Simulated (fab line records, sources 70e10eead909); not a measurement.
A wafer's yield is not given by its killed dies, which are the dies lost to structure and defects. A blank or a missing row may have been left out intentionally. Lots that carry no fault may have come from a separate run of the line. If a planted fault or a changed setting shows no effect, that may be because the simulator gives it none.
A struck lot beside a sound one + flow nand harc + 18 steps out of a route of 1159
Sound: wafers L826.1, L826.2, L826.4. Struck: wafers L837.1, L837.4, L837.5. The cause is given at the end.
At each step with rows: each side's tool, then ch and its chambers, then its first start. Under that, the readings that differ: sound wafers + struck wafers + difference of the means + sigmas: that difference in standard deviations of wafers without a fault.
alike: a reading whose means differ by less than 2 such deviations, as well as words and numbers matching on both sides. not compared: withheld readings; readings where some wafer has no value; bounds like >300 that might hide an equal value; numbers whose values overlap and for which the record gives no deviation.
Wherever a step has rows on one side only, a row that says differs or no value, or a row with sigmas, the two part there. Numbers that have no deviation but don't overlap get no sigmas and don't part them. A reading missing from all wafers of one side parts the sides only when that side holds two or more wafers.

NHARC_P_CONTACT_DEP_30: deposits SiNx, target thk 30 nm.
  sound on pecvd-03 ch 0,1,2, day 6 10:51; struck on pecvd-03 ch 0,2, day 9 08:50
  alike: heater power w
NHARC_P_CONTACT_DEP_00: deposits SiO2, target thk 500 nm.
  sound on pecvd-03 ch 0,1,2; struck on pecvd-03 ch 0,2
  alike: flow sccm, heater power w, showerhead vpp V, throttle valve pct
NHARC_P_CONTACT_CMP_01: polishes SiO2, target thk 200 nm.
  sound on cmp-04 ch 1,2,3, day 6 11:33; struck on cmp-04 ch 0,2, day 9 09:28
  alike: motor current A
then, 8 steps without rows for these wafers: NHARC_P_CONTACT_SRD_03; NHARC_P_CONTACT_DEHYDRATE_04 (time 120 s); NHARC_P_CONTACT_HMDS_05 (time 30 s); NHARC_P_CONTACT_COAT_33 (time 75 s); NHARC_P_CONTACT_COAT_34 (time 65 s); NHARC_P_CONTACT_COAT_06 (resist thk 90 nm); NHARC_P_CONTACT_SOFTBAKE_07 (time 55 s); NHARC_P_CONTACT_EBR_08.
NHARC_P_CONTACT_EXPOSE_09: exposes mask P CA, target cd 90 nm.
  sound on arfi scanner-02 ch 0, day 6 12:15; struck on arfi scanner-02 ch 0, day 9 10:10
| reading                           | sound                | struck            | difference | sigmas |
|-----------------------------------|----------------------|-------------------|------------|--------|
| model.P_CONTACT.overlay x nm (nm) | 0.9766 0.9766 0.9766 | 10.15 10.15 10.15 | +9.17      |        |
  alike: mask
then, 2 steps without rows for these wafers: NHARC_P_CONTACT_PEB_10 (peb time 65 s); NHARC_P_CONTACT_DEVELOP_11 (develop time 35 s).
NHARC_P_CONTACT_CD_MEAS_12: the cd target is 90 nm.
  sound on cd sem-02 ch 0, day 6 12:23; struck on cd sem-03 ch 0, day 9 10:18
  alike: cd nm
NHARC_P_CONTACT_OVL_MEAS_13:
  struck on overlay-01, day 9 10:23; sound on overlay-02, day 6 12:29
| reading           | sound       | struck        | difference | sigmas |
|-------------------|-------------|---------------|------------|--------|
| overlay x nm (nm) | 0.6 1.7 0.8 | 9.9 10.3 10.0 | +9.0       | +11    |
  alike: overlay y nm
NHARC_P_CONTACT_INSPECT_14:
  struck on defect inspect-01, day 9 10:26; sound on defect inspect-02, day 6 12:31
  alike: raw defect count
next, for these wafers, 1 step has no rows: NHARC_END_SORT_01.

WHERE THEY PART
NHARC_P_CONTACT_OVL_MEAS_13 only, going by this record. Later steps at which nothing parts them and some readings are alike: NHARC_P_CONTACT_INSPECT_14.

WHY: the cause the simulator had injected
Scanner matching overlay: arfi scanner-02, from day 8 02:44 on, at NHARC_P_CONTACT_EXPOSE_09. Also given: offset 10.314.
